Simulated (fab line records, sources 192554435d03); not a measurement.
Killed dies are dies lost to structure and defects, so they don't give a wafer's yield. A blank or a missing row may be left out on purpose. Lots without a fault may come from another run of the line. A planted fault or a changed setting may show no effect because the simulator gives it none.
Split-lot experiment | flow n5_finfet | 7 lots, 39 wafers read, on a route of 1938 steps

THE SPLIT
At N5_ILD0_ALD_15 (deposits SiNx, target thk 24 nm, pulse time 1 s, ald cycles 480), the setting ald_cycles was moved away from the recipe's 480 on 18 of the 39 wafers read, by -56.2% to +51.9%. The other wafers ran this setting at the recipe's value.

The reading is taken at the split's own step.

THE READING
SiNx_of_ILD0_ALD_15.thk_nm (the simulator's own value, which no gauge read), in nm, at N5_ILD0_ALD_15 (deposits SiNx, target thk 24 nm, pulse time 1 s, ald cycles 480). The file gives no usual value for it. The 21 wafers here that ran the recipe average 24.0 nm, standard deviation 0.12 nm.

wafer  | tool, chamber at the split | ald_cycles as run | against the recipe | SiNx_of_ILD0_ALD_15.thk_nm, nm | against lot-mates on the recipe
L074.1 | ald_sin-04, 3,1,1          | 480               | recipe             | 24                             | -
L074.2 | ald_sin-04, 3,1,1          | 480               | recipe             | 24                             | -
L074.5 | ald_sin-04, 3,1,1          | 480               | recipe             | 24                             | -
L074.3 | ald_sin-04, 2              | 616               | +28.3%             | 30.6                           | +6.6
L074.4 | ald_sin-04, 0,2            | 616               | +28.3%             | 30.8                           | +6.8
L074.6 | ald_sin-04, 0,2            | 616               | +28.3%             | 30.8                           | +6.8
L078.1 | ald_sin-01, 1,0,2          | 729               | +51.9%             | 36.6                           | +12.4
L078.3 | ald_sin-01, 1,0,2          | 729               | +51.9%             | 36.6                           | +12.4
L078.4 | ald_sin-01, 1,0,2          | 729               | +51.9%             | 36.6                           | +12.4
L078.2 | ald_sin-01, 3,3,2          | 480               | recipe             | 24.2                           | -
L078.5 | ald_sin-01, 3,3,2          | 480               | recipe             | 24.2                           | -
L078.6 | ald_sin-01, 3,3,2          | 480               | recipe             | 24.2                           | -
L087.1 | ald_sin-03, 2,0            | 210               | -56.2%             | 10.4                           | -13.6
L087.3 | ald_sin-03, 2,0            | 210               | -56.2%             | 10.4                           | -13.6
L087.2 | ald_sin-03, 1,3,0          | 480               | recipe             | 24                             | -
L087.4 | ald_sin-03, 1,3,0          | 480               | recipe             | 24                             | -
L087.6 | ald_sin-03, 1,3,0          | 480               | recipe             | 24                             | -
L087.5 | ald_sin-03, 3              | 210               | -56.2%             | 10.6                           | -13.4
L090.1 | ald_sin-03, 0              | 480               | recipe             | 23.8                           | -
L090.2 | ald_sin-03, 3,0            | 480               | recipe             | 24                             | -
L090.6 | ald_sin-03, 3,0            | 480               | recipe             | 24                             | -
L091.1 | ald_sin-01, 3,2            | 616               | +28.3%             | 30.6                           | +6.7
L091.2 | ald_sin-01, 3,2            | 616               | +28.3%             | 30.6                           | +6.7
L091.3 | ald_sin-01, 1              | 616               | +28.3%             | 30.8                           | +6.9
L091.4 | ald_sin-01, 0              | 480               | recipe             | 24                             | -
L091.5 | ald_sin-01, 1,0            | 480               | recipe             | 23.8                           | -
L091.6 | ald_sin-01, 1,0            | 480               | recipe             | 23.8                           | -
L093.1 | ald_sin-01, 1,0,0          | 480               | recipe             | 24                             | -
L093.4 | ald_sin-01, 1,0,0          | 480               | recipe             | 24                             | -
L093.5 | ald_sin-01, 1,0,0          | 480               | recipe             | 24                             | -
L093.2 | ald_sin-01, 2              | 298               | -37.9%             | 14.6                           | -9.4
L093.3 | ald_sin-01, 3              | 298               | -37.9%             | 14.8                           | -9.2
L093.6 | ald_sin-01, 3              | 298               | -37.9%             | 14.8                           | -9.2
L095.1 | ald_sin-01, 1,3            | 480               | recipe             | 24                             | -
L095.5 | ald_sin-01, 1,3            | 480               | recipe             | 24                             | -
L095.2 | ald_sin-01, 2,3            | 580               | +20.8%             | 29                             | +4.9
L095.3 | ald_sin-01, 2,3            | 580               | +20.8%             | 29                             | +4.9
L095.4 | ald_sin-01, 0              | 580               | +20.8%             | 29.2                           | +5.1
L095.6 | ald_sin-01, 0              | 480               | recipe             | 24.2                           | -
Where a row lists several chambers, the file gives one row for several wafers and doesn't say which wafer went through which chamber.

THE FIT
A straight line over all 39 wafers: SiNx_of_ILD0_ALD_15.thk_nm changes by +0.241 nm for each +1% of ald_cycles; r = +1.00; the points scatter about the line by 0.13 nm.
The same after taking each lot's own level away (the mean of its wafers on the recipe; 39 wafers): +0.24 nm for each +1%; r = +1.00; scatter 0.089 nm.
On that fit, the largest move of ald_cycles shifts the reading by 14 nm.
The lots' own levels span 23.87 to 24.20 nm, that is 2.9 times the standard deviation above.
So the lot-to-lot level changes the slope little: the two slopes agree.
Check: with one of the wafers moved furthest among these (-56.2%) left out of the fit, the line predicts -13.5 nm for it against its lot-mates. It came out at -13.6 nm against them.

OTHER SPLITS ON THESE WAFERS
These wafers also went through other splits before the reading. Each is held against what the fit with the lots' levels taken away leaves over:
other split on the same wafers | wafers away from the commonest value | r with SiNx_of_ILD0_ALD_15.thk_nm (lot level and that fit taken away)
N5_FIN_SAQP_HM_DEP_03 time_s   | 9                                    | +0.05
N5_FIN_SAQP_ETCH_65 time_s     | 15                                   | +0.06

THE WHOLE CHAIN: every reading that the file lists as answering this split, in the file's order
step           | what it does                                                           | reading                                                                     | change (the file's fit)              | r (the file's)
N5_ILD0_ALD_15 | deposits SiNx, target thk 24 nm, pulse time 1 s, ald cycles 480        | SiNx_of_ILD0_ALD_15.thk_nm (the simulator's own value, which no gauge read) | +0.24 nm for each +1% of the setting | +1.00
N5_ILD0_CMP_12 | polishes SiNx, stops on poly-Si, t overpolish 6 s, target thk 17.67 nm | time_to_endpoint_s                                                          | withheld for each +1% of the setting | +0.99

THE FILE'S OWN FIT
SiNx_of_ILD0_ALD_15.thk_nm changes by +0.24 nm for each +1% of ald_cycles, r = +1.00.
